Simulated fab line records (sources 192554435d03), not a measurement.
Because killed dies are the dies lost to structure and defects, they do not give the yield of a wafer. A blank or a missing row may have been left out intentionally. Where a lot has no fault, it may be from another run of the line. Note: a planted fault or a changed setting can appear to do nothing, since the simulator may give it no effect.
A sampling plan put to the test + flow n5-finfet + 38 faults told of in these records, all on one fab line, each judged by the records of the lots it struck
What counts as the plan is the set of the line's own looks, namely the steps on the route at which a gauge or an inspection reads a wafer and does not change it. A look can be judged if struck wafers have a number there and the file gives its usual mean and standard deviation on fault-free wafers. Caught: 4 or more of those standard deviations (sigma) separate the usual mean from the mean of the struck wafers at a look after the fault's first step. On the tool: the identical test, applied to the tool's own readings at the steps of the fault. Caught also covers a different recipe on the struck wafers, or a record left blank for those wafers only.

THE FAULTS, as the simulator had put them in
1. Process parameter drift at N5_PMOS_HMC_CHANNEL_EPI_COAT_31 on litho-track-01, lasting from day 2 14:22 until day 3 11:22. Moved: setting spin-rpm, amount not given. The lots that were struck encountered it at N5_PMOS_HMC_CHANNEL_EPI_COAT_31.
2. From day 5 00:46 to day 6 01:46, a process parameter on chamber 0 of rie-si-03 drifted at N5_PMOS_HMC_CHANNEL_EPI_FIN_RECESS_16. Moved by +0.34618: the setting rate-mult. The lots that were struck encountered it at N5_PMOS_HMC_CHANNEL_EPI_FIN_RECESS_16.
3. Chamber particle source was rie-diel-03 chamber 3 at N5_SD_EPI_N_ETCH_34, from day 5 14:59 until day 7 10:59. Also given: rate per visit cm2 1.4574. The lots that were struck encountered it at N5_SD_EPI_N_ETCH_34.
4. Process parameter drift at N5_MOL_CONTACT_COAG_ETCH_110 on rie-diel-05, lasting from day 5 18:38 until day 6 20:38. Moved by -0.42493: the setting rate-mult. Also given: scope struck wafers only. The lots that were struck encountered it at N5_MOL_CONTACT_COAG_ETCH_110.
5. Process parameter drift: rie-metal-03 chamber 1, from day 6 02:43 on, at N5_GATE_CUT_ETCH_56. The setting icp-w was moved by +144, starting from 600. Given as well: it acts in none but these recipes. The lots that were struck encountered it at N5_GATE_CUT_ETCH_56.
6. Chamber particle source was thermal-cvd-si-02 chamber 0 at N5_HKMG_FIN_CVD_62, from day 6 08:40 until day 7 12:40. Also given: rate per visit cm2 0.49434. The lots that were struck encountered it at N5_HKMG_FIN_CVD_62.
7. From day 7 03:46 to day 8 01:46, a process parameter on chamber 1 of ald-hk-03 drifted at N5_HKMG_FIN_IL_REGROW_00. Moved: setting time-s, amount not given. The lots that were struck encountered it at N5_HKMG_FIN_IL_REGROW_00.
8. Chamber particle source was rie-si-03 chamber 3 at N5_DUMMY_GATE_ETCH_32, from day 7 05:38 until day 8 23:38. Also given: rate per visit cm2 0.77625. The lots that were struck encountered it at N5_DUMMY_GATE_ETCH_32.
9. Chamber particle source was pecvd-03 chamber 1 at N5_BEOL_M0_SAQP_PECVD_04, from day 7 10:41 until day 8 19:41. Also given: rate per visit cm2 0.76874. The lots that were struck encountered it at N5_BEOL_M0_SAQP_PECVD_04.
10. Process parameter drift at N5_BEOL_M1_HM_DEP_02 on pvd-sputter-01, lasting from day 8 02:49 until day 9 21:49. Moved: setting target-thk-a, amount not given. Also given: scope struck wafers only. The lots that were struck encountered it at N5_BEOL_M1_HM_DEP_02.
11. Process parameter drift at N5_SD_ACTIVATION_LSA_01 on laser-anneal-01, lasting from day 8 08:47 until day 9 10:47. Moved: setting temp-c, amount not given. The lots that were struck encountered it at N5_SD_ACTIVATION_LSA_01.
12. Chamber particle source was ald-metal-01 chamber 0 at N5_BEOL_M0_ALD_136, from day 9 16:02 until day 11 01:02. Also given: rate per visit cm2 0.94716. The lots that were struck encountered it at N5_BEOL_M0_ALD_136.
13. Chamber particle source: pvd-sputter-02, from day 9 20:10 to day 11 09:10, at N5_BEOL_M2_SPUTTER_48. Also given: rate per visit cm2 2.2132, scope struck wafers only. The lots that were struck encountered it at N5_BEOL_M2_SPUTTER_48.
14. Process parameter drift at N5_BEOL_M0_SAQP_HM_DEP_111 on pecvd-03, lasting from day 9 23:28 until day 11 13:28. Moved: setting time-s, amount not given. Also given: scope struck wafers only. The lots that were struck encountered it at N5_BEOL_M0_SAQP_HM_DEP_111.
15. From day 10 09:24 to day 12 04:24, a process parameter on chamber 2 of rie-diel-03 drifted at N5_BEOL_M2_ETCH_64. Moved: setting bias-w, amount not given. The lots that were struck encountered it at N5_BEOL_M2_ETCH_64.
16. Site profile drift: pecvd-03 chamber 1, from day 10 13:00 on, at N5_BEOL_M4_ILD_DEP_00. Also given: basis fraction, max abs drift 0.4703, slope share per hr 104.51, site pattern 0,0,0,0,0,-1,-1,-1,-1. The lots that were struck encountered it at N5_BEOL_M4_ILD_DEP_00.
17. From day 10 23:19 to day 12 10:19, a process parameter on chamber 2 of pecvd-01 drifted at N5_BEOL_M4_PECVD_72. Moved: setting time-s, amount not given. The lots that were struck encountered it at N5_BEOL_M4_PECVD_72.
18. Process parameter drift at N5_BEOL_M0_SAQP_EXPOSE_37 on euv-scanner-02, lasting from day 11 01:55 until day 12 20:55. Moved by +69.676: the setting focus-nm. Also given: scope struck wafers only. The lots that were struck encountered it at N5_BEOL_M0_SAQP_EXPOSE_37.
19. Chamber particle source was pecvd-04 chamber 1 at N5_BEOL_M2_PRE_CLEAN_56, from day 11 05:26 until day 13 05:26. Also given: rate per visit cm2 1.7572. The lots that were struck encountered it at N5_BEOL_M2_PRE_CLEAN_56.
20. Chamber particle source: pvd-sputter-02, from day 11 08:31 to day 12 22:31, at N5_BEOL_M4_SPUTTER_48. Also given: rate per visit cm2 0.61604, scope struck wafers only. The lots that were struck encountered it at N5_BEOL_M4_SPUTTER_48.
21. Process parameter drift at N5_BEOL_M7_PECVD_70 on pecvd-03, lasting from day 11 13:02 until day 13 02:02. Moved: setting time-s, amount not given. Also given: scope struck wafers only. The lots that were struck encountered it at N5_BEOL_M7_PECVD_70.
22. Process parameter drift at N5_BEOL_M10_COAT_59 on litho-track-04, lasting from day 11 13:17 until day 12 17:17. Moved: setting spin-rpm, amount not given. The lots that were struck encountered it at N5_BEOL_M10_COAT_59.
23. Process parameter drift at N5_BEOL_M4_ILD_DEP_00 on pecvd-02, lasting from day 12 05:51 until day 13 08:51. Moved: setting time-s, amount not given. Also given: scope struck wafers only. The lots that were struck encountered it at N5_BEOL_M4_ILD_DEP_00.
24. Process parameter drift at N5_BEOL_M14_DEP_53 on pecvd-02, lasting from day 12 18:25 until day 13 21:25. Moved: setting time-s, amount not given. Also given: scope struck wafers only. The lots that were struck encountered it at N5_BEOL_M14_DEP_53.
25. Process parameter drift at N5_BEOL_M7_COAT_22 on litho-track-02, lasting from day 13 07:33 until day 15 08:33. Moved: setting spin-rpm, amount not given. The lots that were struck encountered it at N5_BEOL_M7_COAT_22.
26. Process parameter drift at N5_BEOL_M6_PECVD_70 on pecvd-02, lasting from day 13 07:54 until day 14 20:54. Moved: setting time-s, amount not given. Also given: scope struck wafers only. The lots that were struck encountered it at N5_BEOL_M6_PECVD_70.
27. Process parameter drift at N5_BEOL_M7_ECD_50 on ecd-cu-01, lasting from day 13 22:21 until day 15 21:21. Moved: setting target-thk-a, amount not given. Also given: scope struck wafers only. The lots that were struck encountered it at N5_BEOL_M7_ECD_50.
28. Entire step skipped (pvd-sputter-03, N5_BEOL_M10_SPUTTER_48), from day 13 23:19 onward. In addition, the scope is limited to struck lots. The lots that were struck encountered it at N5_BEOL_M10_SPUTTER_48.
29. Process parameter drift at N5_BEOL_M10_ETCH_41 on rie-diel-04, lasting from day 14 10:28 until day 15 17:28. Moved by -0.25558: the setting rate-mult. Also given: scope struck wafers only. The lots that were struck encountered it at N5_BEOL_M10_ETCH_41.
30. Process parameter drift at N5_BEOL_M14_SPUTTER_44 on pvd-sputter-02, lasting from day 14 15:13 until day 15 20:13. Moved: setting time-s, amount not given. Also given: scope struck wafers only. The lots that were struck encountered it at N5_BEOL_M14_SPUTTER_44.
31. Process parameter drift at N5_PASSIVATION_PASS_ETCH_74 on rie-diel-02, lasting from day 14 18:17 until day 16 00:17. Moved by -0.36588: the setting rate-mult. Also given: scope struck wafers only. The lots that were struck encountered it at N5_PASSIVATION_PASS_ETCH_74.
32. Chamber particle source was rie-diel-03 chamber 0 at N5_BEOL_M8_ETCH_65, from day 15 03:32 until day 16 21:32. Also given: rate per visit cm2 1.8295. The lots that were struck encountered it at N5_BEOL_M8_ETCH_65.
33. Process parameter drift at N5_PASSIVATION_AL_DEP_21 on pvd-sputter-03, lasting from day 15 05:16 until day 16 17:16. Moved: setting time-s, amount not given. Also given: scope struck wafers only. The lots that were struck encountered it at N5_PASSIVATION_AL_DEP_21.
34. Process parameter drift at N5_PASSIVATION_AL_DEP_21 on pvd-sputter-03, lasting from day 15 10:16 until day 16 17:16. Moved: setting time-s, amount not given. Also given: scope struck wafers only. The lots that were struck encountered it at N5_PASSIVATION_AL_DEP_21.
35. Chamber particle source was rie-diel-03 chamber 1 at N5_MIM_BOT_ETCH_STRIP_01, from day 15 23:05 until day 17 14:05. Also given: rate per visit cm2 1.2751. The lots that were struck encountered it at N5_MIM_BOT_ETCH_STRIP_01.
36. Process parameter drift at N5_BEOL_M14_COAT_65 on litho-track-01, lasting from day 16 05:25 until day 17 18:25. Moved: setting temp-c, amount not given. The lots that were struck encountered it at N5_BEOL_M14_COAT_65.
37. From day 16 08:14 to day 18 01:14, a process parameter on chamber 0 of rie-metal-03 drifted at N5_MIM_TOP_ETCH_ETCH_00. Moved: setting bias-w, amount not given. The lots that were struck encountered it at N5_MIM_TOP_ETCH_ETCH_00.
38. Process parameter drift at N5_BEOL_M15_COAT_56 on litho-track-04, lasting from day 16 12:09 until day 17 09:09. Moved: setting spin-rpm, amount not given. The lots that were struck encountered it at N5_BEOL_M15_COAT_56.

WHAT THE PLAN SAW
| fault | on the tool itself                               | first look that catches it                      | reading, sigma                                    | median hours from its first step to that look | hours from the fault's start to the first struck lot there | judged looks passed uncaught |
|-------|--------------------------------------------------|-------------------------------------------------|---------------------------------------------------|-----------------------------------------------|------------------------------------------------------------|------------------------------|
| 1     | spin-speed-rpm +99 or beyond sigma               | none of the 4 looks that can be judged after it | -                                                 | -                                             | -                                                          | 4                            |
| 2     | oes-product-au +12 sigma                         | N5_PMOS_HMC_CHANNEL_EPI_THK_MEAS_22             | HMC_CMP_THK +5.9                                  | 2.7                                           | 8                                                          | 0                            |
| 3     | only faintly: etch-rf-on-time-s +2.1 sigma       | N5_SD_EPI_N_INSPECT_26                          | raw-defect-count +22                              | 4.9                                           | 19                                                         | 0                            |
| 4     | only faintly: oes-product-au -2.8 sigma          | not the one look that can be judged after it    | -                                                 | -                                             | -                                                          | 1                            |
| 5     | rf-fwd-power-W +60 sigma                         | not the one look that can be judged after it    | -                                                 | -                                             | -                                                          | 1                            |
| 6     | under 2 sigma                                    | N5_HKMG_FIN_INSPECT_14                          | raw-defect-count +99 or beyond                    | 1.6                                           | 22                                                         | 1                            |
| 7     | no reading that can be judged                    | N5_BEOL_M4_RC_MEAS_101                          | IGATE_P +6.3                                      | 115.4                                         | 115                                                        | 0                            |
| 8     | under 2 sigma                                    | N5_DUMMY_GATE_INSPECT_27                        | raw-defect-count +6.3                             | 0.5                                           | 2                                                          | 1                            |
| 9     | under 2 sigma                                    | N5_BEOL_M0_SAQP_INSPECT_42                      | raw-defect-count +6.9                             | 4.8                                           | 19                                                         | 2                            |
| 10    | under 2 sigma                                    | N5_BEOL_M1_OCD_MEAS_38                          | trench-depth-nm -42                               | 15.4                                          | 26                                                         | 2                            |
| 11    | wafer_temp_C_max +16 sigma                       | N5_SD_ACTIVATION_RS_MEAS_03                     | RS_SD_N -8.6                                      | 0.2                                           | 3                                                          | 0                            |
| 12    | under 2 sigma                                    | none of the 2 looks that can be judged after it | -                                                 | -                                             | -                                                          | 2                            |
| 13    | under 2 sigma                                    | not the one look that can be judged after it    | -                                                 | -                                             | -                                                          | 1                            |
| 14    | under 2 sigma                                    | not the one look that can be judged after it    | strongest: SS_N at N5_BEOL_M4_RC_MEAS_101, -2.5   | -                                             | -                                                          | 1                            |
| 15    | bias-w +98 sigma                                 | not the one look that can be judged after it    | strongest: DIBL_N at N5_BEOL_M4_RC_MEAS_101, -2.1 | -                                             | -                                                          | 1                            |
| 16    | under 2 sigma                                    | N5_BEOL_M4_THK_MEAS_01                          | M4_ILD_THK -15                                    | 0.1                                           | 0                                                          | 0                            |
| 17    | under 2 sigma                                    | not the one look that can be judged after it    | -                                                 | -                                             | -                                                          | 1                            |
| 18    | no reading that can be judged                    | N5_BEOL_M0_SAQP_CD_MEAS_40                      | cd-nm -23                                         | 0.1                                           | 4                                                          | 0                            |
| 19    | under 2 sigma                                    | N5_BEOL_M2_INSPECT_59                           | raw-defect-count +49                              | 0.1                                           | 8                                                          | 0                            |
| 20    | under 2 sigma                                    | no look after it can be judged                  | -                                                 | -                                             | -                                                          | 0                            |
| 21    | under 2 sigma                                    | no look after it can be judged                  | -                                                 | -                                             | -                                                          | 0                            |
| 22    | spin-speed-rpm -99 or beyond sigma               | no look after it can be judged                  | -                                                 | -                                             | -                                                          | 0                            |
| 23    | under 2 sigma                                    | N5_BEOL_M4_THK_MEAS_01                          | M4_ILD_THK +19                                    | 0.1                                           | 11                                                         | 0                            |
| 24    | under 2 sigma                                    | not the one look that can be judged after it    | -                                                 | -                                             | -                                                          | 1                            |
| 25    | spin-speed-rpm +49 sigma                         | none of the 3 looks that can be judged after it | -                                                 | -                                             | -                                                          | 3                            |
| 26    | under 2 sigma                                    | no look after it can be judged                  | -                                                 | -                                             | -                                                          | 0                            |
| 27    | no reading that can be judged                    | no look after it can be judged                  | -                                                 | -                                             | -                                                          | 0                            |
| 28    | the tool's record is blank for the struck wafers | no look after it can be judged                  | -                                                 | -                                             | -                                                          | 0                            |
| 29    | under 2 sigma                                    | no look after it can be judged                  | -                                                 | -                                             | -                                                          | 0                            |
| 30    | under 2 sigma                                    | no look after it can be judged                  | -                                                 | -                                             | -                                                          | 0                            |
| 31    | only faintly: oes-product-au -2.1 sigma          | no look after it can be judged                  | -                                                 | -                                             | -                                                          | 0                            |
| 32    | under 2 sigma                                    | no look after it can be judged                  | -                                                 | -                                             | -                                                          | 0                            |
| 33    | under 2 sigma                                    | no look after it can be judged                  | -                                                 | -                                             | -                                                          | 0                            |
| 34    | under 2 sigma                                    | none of the 2 looks that can be judged after it | -                                                 | -                                             | -                                                          | 2                            |
| 35    | under 2 sigma                                    | none of the 2 looks that can be judged after it | -                                                 | -                                             | -                                                          | 2                            |
| 36    | plate-temp-C -69 sigma                           | no look after it can be judged                  | -                                                 | -                                             | -                                                          | 0                            |
| 37    | bias-w +62 sigma                                 | no look after it can be judged                  | -                                                 | -                                             | -                                                          | 0                            |
| 38    | spin-speed-rpm -99 or beyond sigma               | no look after it can be judged                  | -                                                 | -                                             | -                                                          | 0                            |
A dash: this means the fault isn't caught or the number doesn't appear in these records.

Caught at a look: 12 of 38. Caught on the tool: 11 of 38. By one or the other: 21 of 38.
Faults caught by the tool alone: 1, 5, 15, 22, 25, 28, 36, 37, 38.
Caught at a look alone: faults 3, 6, 7, 8, 9, 10, 16, 18, 19, 23.
Caught by neither: faults 4, 12, 13, 14, 17, 20, 21, 24, 26, 27, 29, 30, 31, 32, 33, 34, 35.

THINNER SAMPLING
In the worst case, this is how late the first struck lot would be measured if the look that catches a fault measured only every second or every third lot, by lot number:
| fault | struck lots at that look, in order of time | every lot | every second lot | every third lot |
|-------|--------------------------------------------|-----------|------------------|-----------------|
| 2     | L654                                       | 8 h       | may miss it      | may miss it     |
| 3     | L846, L847                                 | 19 h      | 21 h             | may miss all 2  |
| 6     | L121                                       | 22 h      | may miss it      | may miss it     |
| 7     | L494, L496                                 | 115 h     | may miss all 2   | may miss all 2  |
| 8     | L901, L903                                 | 2 h       | may miss all 2   | may miss all 2  |
| 9     | L523, L524                                 | 19 h      | 24 h             | may miss all 2  |
| 10    | L328, L329, L331                           | 26 h      | 26 h             | may miss all 3  |
| 11    | L577, L579                                 | 3 h       | may miss all 2   | may miss all 2  |
| 16    | L434, L437                                 | 0 h       | 20 h             | may miss all 2  |
| 18    | L449, L451                                 | 4 h       | may miss all 2   | may miss all 2  |
| 19    | L127                                       | 8 h       | may miss it      | may miss it     |
| 23    | L990, L991                                 | 11 h      | 13 h             | may miss all 2  |
Hours count from the start of the fault until the first struck lot that is measured. 4 sigma limit: tested on the pooled struck wafers, so a lone lot may be under it. Other struck lots may not be in these records.

THE LONGEST TIMED WAY FROM STEP TO LOOK
Fault 7: the median time between N5_HKMG_FIN_IL_REGROW_00 and N5_BEOL_M4_RC_MEAS_101 is 115.4 hours. No look between them can be judged.
